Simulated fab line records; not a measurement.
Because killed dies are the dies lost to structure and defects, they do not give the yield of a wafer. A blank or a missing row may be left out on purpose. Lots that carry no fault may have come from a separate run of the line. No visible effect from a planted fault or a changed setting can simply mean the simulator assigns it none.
Problem report, 8D (eight disciplines) form, completed by code || flow n5-finfet || the parts of the form that need people (team, actions taken, sign-off) are left out

== 1. PROBLEM STATEMENT ==
Mean of raw-defect-count at N5_BEOL_M11_INSPECT_30: 1182 across 9 wafers in 3 lots; on wafers with no fault it is 435 (standard deviation 100). Measured from the usual mean, that is +7.5 standard deviations.
The step: inspects for defects (brightfield).
First seen on wafer L300.1, day 14 21:23, on defect-inspect-01. The record has a number at this step for 15 wafers belonging to 5 lots. The rule behind "out" and "out of limits": a value lying over 4 standard deviations away from the usual mean. The rest of the wafers with a number are treated as sound.

== 2. WHAT IT IS; WHAT IT IS NOT ==
{"question": "which readings at this step", "is": "raw-defect-count", "is not": "-"}
{"question": "which lots", "is": "L300, L304, L305", "is not": "L290, L306"}
{"question": "which wafers of those lots", "is": "all that have a number", "is not": "-"}
{"question": "read on which gauges", "is": "defect-inspect-01, defect-inspect-02", "is not": "-"}
{"question": "when", "is": "from day 14 21:23", "is not": "up to then (3 sound wafers); but 3 sound wafers of L306 came after"}

== 3. THE SUSPECTS, EACH WITH WHAT RULES IT OUT ==
Counting: any tool at a process step up to the reading is kept as a suspect provided that every lot that is out went through it and no sound lot did after the first of them.
- ruled out: the gauge at N5_BEOL_M11_INSPECT_30. 2 gauges (defect-inspect-01, defect-inspect-02) read the wafers that are out.
- rie-diel-06 at N5_BEOL_M11_STRIP_19 (strips in O2): kept. It ran every lot that is out, first L300 (day 14 19:35), and no sound lot after that; its last sound lot up to then is L290 (day 12 03:59).
Left after counting: rie-diel-06 at N5_BEOL_M11_STRIP_19.

== 4. THE CAUSE (what the simulator had put in) ==
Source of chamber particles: rie-diel-06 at N5_BEOL_M11_STRIP_19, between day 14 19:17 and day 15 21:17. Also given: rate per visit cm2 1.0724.
The count eliminated every tool but this one.

== 5. THE EFFECT CHAIN, in route order ==
Each row: a reading whose mean over the struck wafers that have a number lies more than 3 standard deviations from the usual. Readings are gone through only where the record gives a usual standard deviation; hours: the median, over the lots, of the time from a lot's start at the first step in this table giving one to that lot's start at this step; sigmas: the change measured in usual standard deviations.
{"hours": 0, "step": "N5_BEOL_M11_INSPECT_30", "reading": "raw-defect-count", "usual": 435, "on struck wafers": 1182, "change": "+747", "sigmas": "+7.5"}
{"hours": 47, "step": "N5_PASSIVATION_PROBE_49", "reading": "defect-limited-yield", "usual": "90.9 %", "on struck wafers": 82.7, "change": -8.2, "sigmas": -5.1}
{"hours": 47, "step": "N5_PASSIVATION_PROBE_49", "reading": "killed_at_M4_up", "usual": 14, "on struck wafers": 110, "change": "+96", "sigmas": "+17"}
{"hours": 47, "step": "N5_PASSIVATION_PROBE_49", "reading": "killed-dies", "usual": 107, "on struck wafers": 204, "change": "+97", "sigmas": "+5.1"}
{"hours": 47, "step": "N5_PASSIVATION_PROBE_49", "reading": "killed-on-rim", "usual": 14, "on struck wafers": 26, "change": "+12", "sigmas": "+3.1"}
{"hours": 47, "step": "N5_PASSIVATION_PROBE_49", "reading": "sort_bin_5_function", "usual": "5.3 %", "on struck wafers": 10.6, "change": "+5.3", "sigmas": "+4.8"}
{"hours": 47, "step": "N5_PASSIVATION_PROBE_49", "reading": "sort-n-pass", "usual": 1073, "on struck wafers": 976, "change": -97, "sigmas": -5.1}
{"hours": 47, "step": "N5_PASSIVATION_PROBE_49", "reading": "sort-yield-pct", "usual": "90.9 %", "on struck wafers": 82.7, "change": -8.2, "sigmas": -5.1}
Its process steps:
- N5_PASSIVATION_PROBE_49

== 6. WHAT WOULD HAVE CAUGHT IT SOONER ==
The first out-of-limits reading at a measuring or inspecting step in this record came at day 14 21:23, 2 hours after the fault's start at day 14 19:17.
Tool readings at N5_BEOL_M11_STRIP_19 with a usual standard deviation given in the record: none out on any struck wafer, hence no alarm at a limit of 4 standard deviations on them.
Of the lots that are out (3), L304, L305 began N5_BEOL_M11_STRIP_19 on rie-diel-06 after day 14 21:23. A hold on the tool at that time would have spared those 2.
